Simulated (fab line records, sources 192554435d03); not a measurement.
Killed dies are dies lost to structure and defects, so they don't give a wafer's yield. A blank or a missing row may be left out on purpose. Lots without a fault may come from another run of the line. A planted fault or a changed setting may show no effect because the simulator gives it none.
Which tool did it? | flow n5_finfet | 24 lots, 72 wafers sampled, at 6 steps of a route of 1938

WHAT THE GAUGES READ, wafer by wafer
N5_BEOL_M4_CD_MEAS_35: target cd 18 nm, target cd y 22.4 nm. Usual: cd_nm 18.0 nm, standard deviation 0.35.
lot  | measured     | on        | cd_nm (nm)     | flag
L074 | day 8 00:00  | cd_sem-03 | 17.7 18.3 18.0 |
L075 | day 8 00:14  | cd_sem-03 | 18.0 17.9 18.0 |
L076 | day 8 08:41  | cd_sem-03 | 17.1 17.7 18.1 |
L077 | day 8 15:31  | cd_sem-02 | 17.8 18.2 17.9 |
L078 | day 8 21:40  | cd_sem-02 | 17.7 18.1 17.8 |
L080 | day 9 04:13  | cd_sem-02 | 17.8 18.5 18.3 |
L081 | day 9 15:32  | cd_sem-02 | 17.8 18.3 18.1 |
L079 | day 9 15:35  | cd_sem-01 | 18.0 18.2 17.9 |
L083 | day 9 20:10  | cd_sem-02 | 18.1 17.5 17.7 |
L082 | day 10 08:44 | cd_sem-02 | 17.7 18.5 18.1 |
L084 | day 10 15:05 | cd_sem-03 | 17.9 17.7 18.2 |
L085 | day 10 18:08 | cd_sem-03 | 17.8 17.1 17.6 |
L086 | day 10 21:35 | cd_sem-03 | 18.1 17.6 18.1 |
L087 | day 11 08:04 | cd_sem-01 | 17.6 18.1 18.2 |
L088 | day 11 13:20 | cd_sem-02 | 18.5 18.1 18.2 |
L089 | day 11 13:31 | cd_sem-02 | 17.4 18.2 18.1 |
L090 | day 11 22:43 | cd_sem-03 | 17.9 18.0 17.9 |
L091 | day 12 01:56 | cd_sem-01 | 17.9 18.0 18.1 |
L092 | day 12 15:45 | cd_sem-01 | 18.1 17.1 17.9 |
L093 | day 12 22:41 | cd_sem-03 | 18.3 18.0 18.6 |
L094 | day 12 23:37 | cd_sem-01 | 17.7 18.2 18.4 |
L095 | day 13 09:10 | cd_sem-01 | 18.2 18.5 17.1 |
L096 | day 13 15:20 | cd_sem-03 | 18.0 18.3 18.2 |
L097 | day 14 04:24 | cd_sem-01 | 17.7 17.3 18.1 |

N5_BEOL_M5_CD_MEAS_11: target cd 27.74 nm. Usual: cd_nm 28.00 nm, standard deviation 0.23.
lot  | measured     | on        | cd_nm (nm)        | flag
L074 | day 8 06:47  | cd_sem-03 | 27.76 28.09 27.86 |
L075 | day 8 08:25  | cd_sem-03 | 27.96 28.42 27.98 |
L076 | day 8 17:38  | cd_sem-03 | 28.19 28.05 27.55 |
L077 | day 8 23:18  | cd_sem-02 | 28.01 27.87 28.19 |
L078 | day 9 07:35  | cd_sem-01 | 28.04 27.90 27.92 |
L080 | day 9 13:48  | cd_sem-01 | 28.04 28.54 28.04 |
L081 | day 10 00:31 | cd_sem-03 | 27.70 27.57 27.76 |
L079 | day 10 00:47 | cd_sem-02 | 27.86 28.13 28.08 |
L083 | day 10 05:34 | cd_sem-01 | 27.96 28.18 28.30 |
L082 | day 10 18:41 | cd_sem-01 | 28.44 27.96 27.85 |
L084 | day 11 00:51 | cd_sem-03 | 27.94 27.95 27.84 |
L085 | day 11 04:34 | cd_sem-03 | 27.83 27.78 27.89 |
L086 | day 11 07:31 | cd_sem-01 | 27.85 28.31 27.98 |
L087 | day 11 14:32 | cd_sem-03 | 27.63 28.20 27.90 |
L088 | day 11 19:40 | cd_sem-01 | 27.83 28.09 28.30 |
L089 | day 11 23:07 | cd_sem-03 | 28.21 27.64 27.59 |
L090 | day 12 06:05 | cd_sem-02 | 28.21 28.28 28.09 |
L091 | day 12 10:13 | cd_sem-01 | 28.18 28.35 27.73 |
L092 | day 12 23:12 | cd_sem-03 | 27.69 27.68 27.88 |
L093 | day 13 06:20 | cd_sem-03 | 28.03 27.76 28.06 |
L094 | day 13 06:40 | cd_sem-03 | 27.92 28.26 27.69 |
L095 | day 13 18:43 | cd_sem-02 | 27.71 28.13 27.73 |
L096 | day 13 22:49 | cd_sem-03 | 28.18 27.87 27.76 |
L097 | day 14 11:46 | cd_sem-02 | 28.41 28.01 28.25 |

N5_BEOL_M5_CD_MEAS_28: target cd 30.6 nm, target cd y 20 nm. Usual: cd_nm 30.64 nm, standard deviation 0.24.
lot  | measured     | on        | cd_nm (nm)        | flag
L074 | day 8 07:42  | cd_sem-02 | 30.81 30.94 30.63 |
L075 | day 8 09:22  | cd_sem-02 | 31.14 31.15 30.89 |
L076 | day 8 18:37  | cd_sem-03 | 30.42 30.28 30.20 |
L077 | day 9 02:54  | cd_sem-03 | 31.24 30.67 30.82 |
L078 | day 9 08:39  | cd_sem-02 | 30.75 30.35 30.65 |
L080 | day 9 15:03  | cd_sem-02 | 30.77 30.44 30.41 |
L081 | day 10 01:44 | cd_sem-03 | 30.52 30.54 30.98 |
L079 | day 10 01:47 | cd_sem-02 | 30.40 30.53 30.78 |
L083 | day 10 07:31 | cd_sem-02 | 31.04 30.82 30.58 |
L082 | day 10 19:41 | cd_sem-03 | 30.77 30.74 30.69 |
L084 | day 11 01:53 | cd_sem-01 | 30.60 30.82 30.86 |
L085 | day 11 07:20 | cd_sem-03 | 30.87 30.74 30.62 |
L086 | day 11 12:24 | cd_sem-01 | 30.84 30.86 30.97 |
L087 | day 11 18:33 | cd_sem-03 | 30.99 30.59 31.00 |
L088 | day 11 21:55 | cd_sem-03 | 30.30 30.39 30.34 |
L089 | day 12 01:23 | cd_sem-03 | 30.46 30.54 30.82 |
L090 | day 12 09:18 | cd_sem-01 | 30.75 31.05 30.87 |
L091 | day 12 13:17 | cd_sem-02 | 30.59 31.14 30.04 |
L092 | day 13 01:19 | cd_sem-02 | 30.52 30.41 30.87 |
L093 | day 13 08:30 | cd_sem-02 | 30.82 30.50 30.59 |
L094 | day 13 08:20 | cd_sem-03 | 30.53 30.81 30.44 |
L095 | day 13 21:04 | cd_sem-03 | 30.41 30.35 30.57 |
L096 | day 14 00:52 | cd_sem-01 | 30.67 30.41 30.99 |
L097 | day 14 13:12 | cd_sem-01 | 30.63 30.64 30.45 |

WHICH TOOL RAN EACH LOT (tool, then ch and the chambers of the sampled wafers, then the start)
lot  | N5_BEOL_M4_VIA_ETCH_34             | N5_BEOL_M4_ALD_84                   | N5_BEOL_M4_ANNEAL_51
L074 | rie_diel-03 ch 0,1, day 7 23:35    | ald_metal-02 ch 0,1,3, day 8 00:19  | rtp_anneal-02 ch 0, day 8 02:52
L075 | rie_diel-05 ch 0,2, day 7 23:50    | ald_metal-01 ch 0,1, day 8 00:31    | rtp_anneal-02 ch 0, day 8 03:27
L076 | rie_diel-02 ch 0,2,3, day 8 08:17  | ald_metal-03 ch 0,1,3, day 8 09:26  | rtp_anneal-01 ch 0, day 8 13:19
L077 | rie_diel-02 ch 0,3, day 8 15:07    | ald_metal-02 ch 0,3, day 8 16:38    | rtp_anneal-01 ch 0, day 8 19:53
L078 | rie_diel-03 ch 0,1,3, day 8 21:15  | ald_metal-01 ch 1,2, day 8 22:18    | rtp_anneal-01 ch 0, day 9 02:09
L080 | rie_diel-02 ch 0,1, day 9 03:48    | ald_metal-01 ch 2,3, day 9 04:51    | rtp_anneal-01 ch 0, day 9 10:16
L081 | rie_diel-03 ch 0,1, day 9 15:08    | ald_metal-03 ch 0,1,3, day 9 16:16  | rtp_anneal-01 ch 0, day 9 21:17
L079 | rie_diel-05 ch 0,1,2, day 9 15:10  | ald_metal-01 ch 0,3, day 9 16:20    | rtp_anneal-01 ch 0, day 9 21:52
L083 | rie_diel-03 ch 1,3, day 9 19:45    | ald_metal-01 ch 0,1,3, day 9 21:17  | rtp_anneal-01 ch 0, day 10 01:49
L082 | rie_diel-03 ch 1,2,3, day 10 08:20 | ald_metal-02 ch 0,3, day 10 09:22   | rtp_anneal-01 ch 0, day 10 14:36
L084 | rie_diel-02 ch 0,2,3, day 10 14:40 | ald_metal-01 ch 1,2,3, day 10 15:31 | rtp_anneal-01 ch 0, day 10 21:24
L085 | rie_diel-03 ch 1,3, day 10 17:43   | ald_metal-02 ch 0,1,2, day 10 18:24 | rtp_anneal-02 ch 0, day 11 01:14
L086 | rie_diel-05 ch 1,2,3, day 10 21:11 | ald_metal-03 ch 1,2,3, day 10 21:44 | rtp_anneal-02 ch 0, day 11 02:53
L087 | rie_diel-03 ch 0,1,3, day 11 07:39 | ald_metal-03 ch 0,1,2, day 11 08:39 | rtp_anneal-01 ch 0, day 11 11:07
L088 | rie_diel-02 ch 0,1,3, day 11 12:56 | ald_metal-01 ch 0,2,3, day 11 13:43 | rtp_anneal-01 ch 0, day 11 16:21
L089 | rie_diel-03 ch 0,1,3, day 11 13:07 | ald_metal-03 ch 1,2,3, day 11 14:04 | rtp_anneal-01 ch 0, day 11 18:23
L090 | rie_diel-02 ch 0,3, day 11 22:19   | ald_metal-01 ch 0,2,3, day 11 22:53 | rtp_anneal-02 ch 0, day 12 01:38
L091 | rie_diel-02 ch 1,2,3, day 12 01:32 | ald_metal-02 ch 0, day 12 02:25     | rtp_anneal-02 ch 0, day 12 04:58
L092 | rie_diel-05 ch 2,3, day 12 15:20   | ald_metal-01 ch 0,1,3, day 12 16:21 | rtp_anneal-01 ch 0, day 12 19:46
L093 | rie_diel-05 ch 2,3, day 12 22:17   | ald_metal-03 ch 1,2, day 12 23:20   | rtp_anneal-01 ch 0, day 13 01:46
L094 | rie_diel-05 ch 0,2, day 12 23:13   | ald_metal-01 ch 0,3, day 12 23:46   | rtp_anneal-01 ch 0, day 13 03:36
L095 | rie_diel-02 ch 0,1,2, day 13 08:46 | ald_metal-02 ch 0,1,2, day 13 09:48 | rtp_anneal-01 ch 0, day 13 14:22
L096 | rie_diel-02 ch 0,2,3, day 13 14:56 | ald_metal-01 ch 1,2,3, day 13 15:55 | rtp_anneal-01 ch 0, day 13 19:34
L097 | rie_diel-05 ch 1,2, day 14 04:00   | ald_metal-02 ch 0,1,3, day 14 05:29 | rtp_anneal-02 ch 0, day 14 08:11
- N5_BEOL_M4_VIA_ETCH_34: etches the open film in C4F6/O2, target depth 69.4 nm, time 65.9 s.
- N5_BEOL_M4_ALD_84: deposits TaN, pulse time 2 s, purge time 3 s, co reactant purge time 2 s.
- N5_BEOL_M4_ANNEAL_51: time 90 s.

WHAT THE TOOLS THEMSELVES READ (means of the sampled wafers that have a number; where no wafer has one, the mark that the record gives instead)
N5_BEOL_M4_VIA_ETCH_34. Usual: drypump_motor_current_A 5.9 A, standard deviation 0.39; oes_product_au 0.79 a.u., standard deviation 0.1; rf_vpp_V 666 V, standard deviation 15; showerhead_plenum_p_Torr 2.81 Torr, standard deviation 0.092; throttle_valve_pct 30.70 %, standard deviation 0.2.
lot  | tool        | drypump_motor_current_A (A) | oes_product_au (a.u.) | rf_vpp_V (V) | showerhead_plenum_p_Torr (Torr) | throttle_valve_pct (%) | flag
L074 | rie_diel-03 | 6.3                         | 0.74                  | 652          | 2.84                            | 30.82                  |
L075 | rie_diel-05 | 5.7                         | 0.78                  | 674          | 2.88                            | 30.62                  |
L076 | rie_diel-02 | 6.1                         | 0.77                  | 675          | 2.73                            | 30.83                  |
L077 | rie_diel-02 | 6.1                         | 0.82                  | 662          | 2.72                            | 30.75                  |
L078 | rie_diel-03 | 6.2                         | 0.72                  | 652          | 2.83                            | 30.66                  |
L080 | rie_diel-02 | 6.0                         | 0.74                  | 674          | 2.74                            | 30.80                  |
L081 | rie_diel-03 | 6.3                         | 0.69                  | 656          | 2.81                            | 30.74                  |
L079 | rie_diel-05 | 5.5                         | 0.76                  | 673          | 2.88                            | 30.71                  |
L083 | rie_diel-03 | 6.2                         | 0.75                  | 647          | 2.85                            | 30.76                  |
L082 | rie_diel-03 | 5.9                         | 0.83                  | 648          | 2.82                            | 30.59                  |
L084 | rie_diel-02 | 6.1                         | 0.83                  | 674          | 2.72                            | 30.74                  |
L085 | rie_diel-03 | 6.0                         | 0.72                  | 648          | 2.83                            | 30.61                  |
L086 | rie_diel-05 | 5.7                         | 0.75                  | 675          | 2.88                            | 30.81                  |
L087 | rie_diel-03 | 6.2                         | 0.81                  | 651          | 2.82                            | 30.59                  |
L088 | rie_diel-02 | 5.9                         | 0.76                  | 668          | 2.77                            | 30.80                  |
L089 | rie_diel-03 | 6.2                         | 0.82                  | 651          | 2.82                            | 30.60                  |
L090 | rie_diel-02 | 6.1                         | 0.78                  | 661          | 2.70                            | 30.78                  |
L091 | rie_diel-02 | 5.7                         | 0.81                  | 675          | 2.83                            | 30.75                  |
L092 | rie_diel-05 | 6.2                         | 0.74                  | 676          | 2.87                            | 30.84                  |
L093 | rie_diel-05 | 6.2                         | 0.74                  | 675          | 2.87                            | 30.84                  |
L094 | rie_diel-05 | 5.6                         | 0.90                  | 678          | 2.82                            | 30.45                  |
L095 | rie_diel-02 | 5.8                         | 0.76                  | 680          | 2.78                            | 30.80                  |
L096 | rie_diel-02 | 6.0                         | 0.80                  | 674          | 2.70                            | 30.75                  |
L097 | rie_diel-05 | 5.4                         | 0.88                  | 678          | 2.82                            | 30.65                  |

N5_BEOL_M4_ALD_84. Usual: heater_power_w 419 W, standard deviation 46.
lot  | tool         | heater_power_w (W) | flag
L074 | ald_metal-02 | 420                |
L075 | ald_metal-01 | 413                |
L076 | ald_metal-03 | 432                |
L077 | ald_metal-02 | 414                |
L078 | ald_metal-01 | 376                |
L080 | ald_metal-01 | 414                |
L081 | ald_metal-03 | 432                |
L079 | ald_metal-01 | 415                |
L083 | ald_metal-01 | 394                |
L082 | ald_metal-02 | 420                |
L084 | ald_metal-01 | 390                |
L085 | ald_metal-02 | 440                |
L086 | ald_metal-03 | 458                |
L087 | ald_metal-03 | 394                |
L088 | ald_metal-01 | 411                |
L089 | ald_metal-03 | 461                |
L090 | ald_metal-01 | 411                |
L091 | ald_metal-02 | 419                |
L092 | ald_metal-01 | 390                |
L093 | ald_metal-03 | 419                |
L094 | ald_metal-01 | 399                |
L095 | ald_metal-02 | 441                |
L096 | ald_metal-01 | 388                |
L097 | ald_metal-02 | 422                |

N5_BEOL_M4_ANNEAL_51. Usual: wafer_temp_C_max 225.7, standard deviation 0.31.
lot  | tool          | wafer_temp_C_max | flag
L074 | rtp_anneal-02 | 226.4            |
L075 | rtp_anneal-02 | 226.0            |
L076 | rtp_anneal-01 | 225.7            |
L077 | rtp_anneal-01 | 225.3            |
L078 | rtp_anneal-01 | 225.5            |
L080 | rtp_anneal-01 | 225.6            |
L081 | rtp_anneal-01 | 225.8            |
L079 | rtp_anneal-01 | 225.4            |
L083 | rtp_anneal-01 | 225.7            |
L082 | rtp_anneal-01 | 225.4            |
L084 | rtp_anneal-01 | 225.7            |
L085 | rtp_anneal-02 | 225.8            |
L086 | rtp_anneal-02 | 226.1            |
L087 | rtp_anneal-01 | 225.6            |
L088 | rtp_anneal-01 | 225.5            |
L089 | rtp_anneal-01 | 225.6            |
L090 | rtp_anneal-02 | 226.1            |
L091 | rtp_anneal-02 | 225.7            |
L092 | rtp_anneal-01 | 225.5            |
L093 | rtp_anneal-01 | 225.6            |
L094 | rtp_anneal-01 | 225.5            |
L095 | rtp_anneal-01 | 225.8            |
L096 | rtp_anneal-01 | 225.4            |
L097 | rtp_anneal-02 | 226.1            |

THE ANSWER, worked out from the rows above alone
Rule: a lot is off if the mean of its wafers that have a number lies more than 3 standard deviations from the usual mean. A lot without any number at a reading at which 4 lots or more have one is off too. The other lots that the step has rows for count as sound. The gauges are gone through in route order, then the tools' own readings, and for those a lot's mean is taken as printed above. The first step at which some lot is off is used, and at that step the reading that is off furthest; a lot without a number counts as furthest.
No lot is off at any reading shown: from this, nothing can be told.

WHAT THE SIMULATOR HAD PUT IN
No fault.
